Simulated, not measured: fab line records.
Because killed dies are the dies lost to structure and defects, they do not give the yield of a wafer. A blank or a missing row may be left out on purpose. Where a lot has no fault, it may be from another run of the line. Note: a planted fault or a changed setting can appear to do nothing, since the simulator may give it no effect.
Lot-split experiment	flow n5 finfet	21 wafers read from 7 lots, route of 1938 steps

ABOUT THE SPLIT
At N5_BEOL_M0_SAQP_PECVD_97 (deposits SiNx from SiH4/NH3/N2, target thk 23 nm, time 19.9 s), the setting time s was moved away from the recipe's 19.9 s on 7 of the 21 wafers read, by -11.8% to +13.5%. This setting was run at the recipe's value on the other wafers.

FROM THE SPLIT TO THE READING: what the file shows between them, 12 steps
- N5_BEOL_M0_SAQP_COAT_08: resist thk 90 nm (also split here: spin rpm)
- N5_BEOL_M0_SAQP_EBR_10
- N5_BEOL_M0_SAQP_SOFTBAKE_09: time 60 s
- N5_BEOL_M0_SAQP_EXPOSE_11: exposes mask M0 CORE, target cd 42 nm
- N5_BEOL_M0_SAQP_PEB_12: peb time 60 s
- N5_BEOL_M0_SAQP_DEVELOP_13: develop time 30 s
- N5_BEOL_M0_SAQP_DESCUM_19: chemistry O2, time 7.9 s
- N5_BEOL_M0_SAQP_ETCH_83: etches SiARC in CF4, target depth 39 nm, time 65 s
- N5_BEOL_M0_SAQP_ETCH_84: etches SOC in N2/H2, target depth 100 nm, overetch 20 nm, time 150 s
- N5_BEOL_M0_SAQP_STRIP_80: strips in N2/H2
- N5_BEOL_M0_SAQP_RECESS_104: chemistry HF/NH3, target SiO2, target depth 18 nm, afs cycles 3, sublimation time 60 s
- N5_BEOL_M0_SAQP_COAT_105: time 60 s, resist thk 100 nm

THE READING
SiNx_of_BEOL_M0_SAQP_PECVD_97.thk nm (the simulator's own value, which no gauge read), in nm, at N5_BEOL_M0_SAQP_ETCH_106 (etches SOC in N2/H2, stops on SiNx, target depth 150 nm). No usual value for it is given in the file. The 14 wafers here that ran the recipe average 15.2 nm, standard deviation 0.32 nm.

wafer	tool, chamber at the split	time s as run, s	against the recipe	SiNx_of_BEOL_M0_SAQP_PECVD_97.thk nm, nm	against lot-mates on the recipe
L077.2	pecvd-03, 1,0	19.9	recipe	15.6	-
L077.3	pecvd-03, 1,0	19.9	recipe	15.2	-
L077.5	pecvd-03, 2	19.9	recipe	16	-
L080.2	pecvd-04, 2	19.9	recipe	15	-
L080.4	pecvd-04, 2	17.56	-11.8%	12.8	-2.2
L080.6	pecvd-04, 1	17.56	-11.8%	12.8	-2.2
L083.3	pecvd-03, 1	18.56	-6.7%	13.2	-1.8
L083.5	pecvd-03, 2	19.9	recipe	15.2	-
L083.6	pecvd-03, 1	19.9	recipe	14.8	-
L090.1	pecvd-01, 2	19.9	recipe	14.8	-
L090.3	pecvd-01, 1	17.9	-10.1%	13	-2.0
L090.6	pecvd-01, 0	19.9	recipe	15.2	-
L095.1	pecvd-03, 1	19.9	recipe	15	-
L095.2	pecvd-03, 0	19.9	recipe	15	-
L095.5	pecvd-03, 1	19.9	recipe	15.6	-
L096.2	pecvd-04, 2	19.9	recipe	15.2	-
L096.3	pecvd-04, 0,2	21.21	+6.6%	17	+1.8
L096.6	pecvd-04, 0,2	21.21	+6.6%	17	+1.8
L097.1	pecvd-01, 1	19.9	recipe	15.4	-
L097.2	pecvd-01, 0	19.9	recipe	15.2	-
L097.3	pecvd-01, 2	22.59	+13.5%	17.8	+2.5
Rows listing several chambers each stand for several wafers; the file does not say which wafer went through which chamber.

FIT RESULTS
A straight line over all 21 wafers: SiNx_of_BEOL_M0_SAQP_PECVD_97.thk nm changes by +0.218 nm for each +1% of time s; r = +0.97; the points scatter about the line by 0.34 nm.
The same after taking each lot's own level away (the mean of its wafers on the recipe; 21 wafers): +0.205 nm for each +1%; r = +0.98; scatter 0.28 nm.
According to that fit, moving time s by its largest amount changes the reading by 2.8 nm.
The span of the lots' own levels, 15.00 to 15.60 nm, comes to 1.9 times the standard deviation stated above.
The two slopes are in agreement: the lot-to-lot level therefore moves the slope only a little.
Check: for one of the wafers moved furthest among these (+13.5%), held out of the fit, the line's prediction against its lot-mates is +2.96 nm. Against them it came out at +2.5 nm.

OTHER SPLITS APPLIED TO THESE WAFERS
Other splits were also applied to these wafers ahead of the reading. Each is held against what the fit with the lots' levels taken away leaves over:
other split on the same wafers	wafers away from the commonest value	r with SiNx_of_BEOL_M0_SAQP_PECVD_97.thk nm (lot level and that fit taken away)
N5_GATE_CUT_COAT_07 spin rpm	9	-0.10
N5_GATE_CUT_DESCUM_18 time s	9	+0.16
N5_MOL_CONTACT_COAG_ALD_27 ald cycles	7	-0.19
N5_MOL_CONTACT_COAG_EXPOSE_81 dose mj	5	+0.05
N5_MOL_CONTACT_COAG_ETCH_91 source w	7	-0.37
N5_BEOL_M0_SAQP_COAT_08 spin rpm	8	+0.28

THE WHOLE CHAIN: every reading that the file lists as answering this split, in the file's order
step	what it does	reading	change (the file's fit)	r (the file's)
N5_BEOL_M0_SAQP_PECVD_97	deposits SiNx from SiH4/NH3/N2, target thk 23 nm, time 19.9 s	SiNx_of_BEOL_M0_SAQP_PECVD_97.thk nm (the simulator's own value, which no gauge read)	+0.214 nm for each +1% of the setting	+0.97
N5_BEOL_M0_SAQP_ETCH_106	etches SOC in N2/H2, stops on SiNx, target depth 150 nm	SiNx_of_BEOL_M0_SAQP_PECVD_97.thk nm (the simulator's own value, which no gauge read)	+0.203 nm for each +1% of the setting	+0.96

FILE'S OWN FIT
SiNx_of_BEOL_M0_SAQP_PECVD_97.thk nm changes by +0.203 nm for each +1% of time s, r = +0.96.
